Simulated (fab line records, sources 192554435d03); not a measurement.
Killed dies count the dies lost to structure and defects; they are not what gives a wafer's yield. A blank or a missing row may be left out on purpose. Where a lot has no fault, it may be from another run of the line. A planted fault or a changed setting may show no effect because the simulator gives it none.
Matching of chambers / flow n5_finfet / cvd_co-01 running N5_BEOL_M3_CO_CAP_55: 3 sister chambers
The step material Co, precursor CCTBA/H2, target thk 2 nm, time 102.1 s. 3 wafers are shown with their chamber, then 9 later ones without.

WAFERS, EACH WITH ITS CHAMBER
wafer=L091.2; chamber=0; heater_power_w (W)=196
wafer=L091.5; chamber=2; heater_power_w (W)=271
wafer=L091.6; chamber=1; heater_power_w (W)=269

WAFERS WHOSE CHAMBER IS MISSING
wafer=L092.3; heater_power_w (W)=199
wafer=L092.5; heater_power_w (W)=262
wafer=L092.6; heater_power_w (W)=262
wafer=L094.3; heater_power_w (W)=196
wafer=L094.5; heater_power_w (W)=264
wafer=L094.6; heater_power_w (W)=204
wafer=L096.1; heater_power_w (W)=277
wafer=L096.2; heater_power_w (W)=197
wafer=L096.5; heater_power_w (W)=271

THE CHAMBER EACH PASSED THROUGH
wafer=L092.3; from the rows above=0; in truth=0
wafer=L092.5; from the rows above=can't be placed: 1 or 2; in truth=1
wafer=L092.6; from the rows above=can't be placed: 1 or 2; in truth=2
wafer=L094.3; from the rows above=0; in truth=0
wafer=L094.5; from the rows above=can't be placed: 1 or 2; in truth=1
wafer=L094.6; from the rows above=0; in truth=0
wafer=L096.1; from the rows above=can't be placed: 2 or 1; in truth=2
wafer=L096.2; from the rows above=0; in truth=0
wafer=L096.5; from the rows above=can't be placed: 2 or 1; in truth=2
Correctly placed: 4 of 9. These rows do not allow placing 5 (true chamber among the candidates in 5). Wrongly placed: 0.
How it was worked out, from the rows above alone: a wafer's distance from a chamber is the root of the sum, over the readings, of the square of ((its reading less the chamber's mean) divided by the reading's scatter). The wafer belongs to the nearest chamber; if the next one is less than 2 further off, it can't be placed. The mean given for a chamber averages the wafers shown for that chamber. The scatter: root of mean squared gap, hidden wafer to nearest shown wafer, with one shown wafer a chamber.
